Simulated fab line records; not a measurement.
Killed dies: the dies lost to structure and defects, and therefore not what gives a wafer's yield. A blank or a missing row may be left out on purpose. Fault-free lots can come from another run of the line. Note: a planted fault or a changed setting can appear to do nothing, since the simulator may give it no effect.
A lot that was struck, set against a sound lot || flow n5 finfet || 36 out of 1938 route steps
Sound: the wafers L780.1, L780.4, L780.6. Struck: wafer L779.4; the same lot's L779.1 was not struck, so it is left out; see the end for the cause.
Per side, at each step with rows, come the tool, then ch with its chambers, and then its first start. Under that, the readings that differ: sound wafers || struck wafers || difference of the means || sigmas: that difference in standard deviations of wafers without a fault.
alike: a reading whose means differ by less than 2 such deviations, as well as words and numbers matching on both sides. not compared: withheld readings; readings where some wafer has no value; bounds like >300 that might hide an equal value; numbers whose values overlap and for which the record gives no deviation.
The two part at a step that has a row with sigmas, a row that says differs or no value, or rows on one side only. Numbers that have no deviation but don't overlap get no sigmas and don't part them. Lack of a reading on every wafer of one side parts them only where that side has two or more wafers.

first, 9 steps without rows for these wafers: N5_BEOL_M4_ANNEAL_95 (time 240 s); N5_BEOL_M4_SPUTTER_96 (material Cu, target thk 4.5 nm, time 8.29 s); N5_BEOL_M4_ECD_50 (material Cu, target thk 300 nm); N5_BEOL_M4_ANNEAL_51 (time 90 s); N5_BEOL_M4_CMP_52 (polishes, stops on SiOC, t overpolish 6.8 s, target thk 40 nm); N5_BEOL_M4_PRE_CLEAN_60 (time 15 s); N5_BEOL_M4_CO_CAP_55 (material Co, precursor CCTBA/H2, target thk 2 nm, time 102.1 s); N5_BEOL_M4_PRE_CLEAN_56 (time 15 s); N5_BEOL_M4_DEP_57 (deposits SiCN from 3MS/NH3, target thk 8 nm, time 14 s).
N5_BEOL_M4_RC_MEAS_101:
  sound on prober-01 ch 0, day 13 10:34; struck on prober-02 ch 0, day 13 07:56
{"reading": "VT_N (mV)", "sound": "251 248 252", "struck": 260, "difference": "+10", "sigmas": "+2"}
  alike: DIBL_N, DIBL_P, IOFF_N, IOFF_P, ION_N, ION_P, SS_N, SS_P, VT_P
then, 24 steps without rows for these wafers: N5_BEOL_M5_ILD_DEP_00 (deposits SiCOH lowk from DEMS/porogen, target thk 140.64 nm, time 25.9 s); N5_BEOL_M5_CURE_79 (cures SiCOH lowk, time 240 s); N5_BEOL_M5_PECVD_70 (deposits SiO2 from TEOS/O2, target thk 16 nm, time 18 s); N5_BEOL_M5_HM_DEP_02 (deposits TiN, target thk 20 nm); N5_BEOL_M5_COAT_59 (time 60 s, resist thk 60 nm); N5_BEOL_M5_COAT_60 (time 60 s, resist thk 12 nm); N5_BEOL_M5_COAT_71 (time 60 s, resist thk 5 nm); N5_BEOL_M5_COAT_05 (resist thk 30 nm); N5_BEOL_M5_EBR_07; N5_BEOL_M5_SOFTBAKE_06 (time 60 s); N5_BEOL_M5_EXPOSE_08 (exposes mask M5, target cd 28 nm); N5_BEOL_M5_PEB_09 (peb time 60 s); N5_BEOL_M5_DEVELOP_10 (develop time 30 s); N5_BEOL_M5_DESCUM_16 (chemistry O2, time 7 s); N5_BEOL_M5_ETCH_72 (etches underlayer in N2/H2, target depth 6.5 nm, time 5.2 s); N5_BEOL_M5_ETCH_61 (etches SiARC in CF4, target depth 15.6 nm, time 26 s); N5_BEOL_M5_ETCH_62 (etches SOC in N2/H2, target depth 75 nm, overetch 15 nm, time 112.5 s); N5_BEOL_M5_STRIP_63 (strips in N2/H2); N5_BEOL_M5_STRIP_73 (strips in N2/H2); N5_BEOL_M5_STRIP_64 (strips in CF4); N5_BEOL_M5_HM_OPEN_17 (chemistry Cl2/BCl3, target TiN, target depth 20 nm, overetch 6 nm); N5_BEOL_M5_STRIP_19 (strips in O2); N5_BEOL_M5_COAT_65 (time 60 s, resist thk 60 nm); N5_BEOL_M5_COAT_66 (time 60 s, resist thk 12 nm).
-- the record jumps here: 4 days lie between the struck wafers' starts before and after (it left off in module BEOL_M5 and takes up again in module PASSIVATION, whose first step shown is number 1936 of the route) --
N5_PASSIVATION_PECVD_01: deposits SiNx from SiH4/NH3/N2, target thk 200 nm, time 43.2 s.
  sound on pecvd-01 ch 0,1, day 17 10:14; struck on pecvd-04 ch 2, day 17 08:10
{"reading": "model.SiNx_of_PASSIVATION_PECVD_01.thk nm (nm)", "sound": "199 202 201.4", "struck": 257.2, "difference": "+56.4", "sigmas": ""}
  alike: heater power w, showerhead plenum p Torr, showerhead vpp V, throttle valve pct
N5_PASSIVATION_PROBE_49:
  record: rows for the struck wafers here (prober-01, day 17 16:36), none for the sound ones

WHERE THEY PART
Last at N5_PASSIVATION_PROBE_49 as far as this record goes, first at N5_BEOL_M4_RC_MEAS_101.

WHY: the cause the simulator had injected
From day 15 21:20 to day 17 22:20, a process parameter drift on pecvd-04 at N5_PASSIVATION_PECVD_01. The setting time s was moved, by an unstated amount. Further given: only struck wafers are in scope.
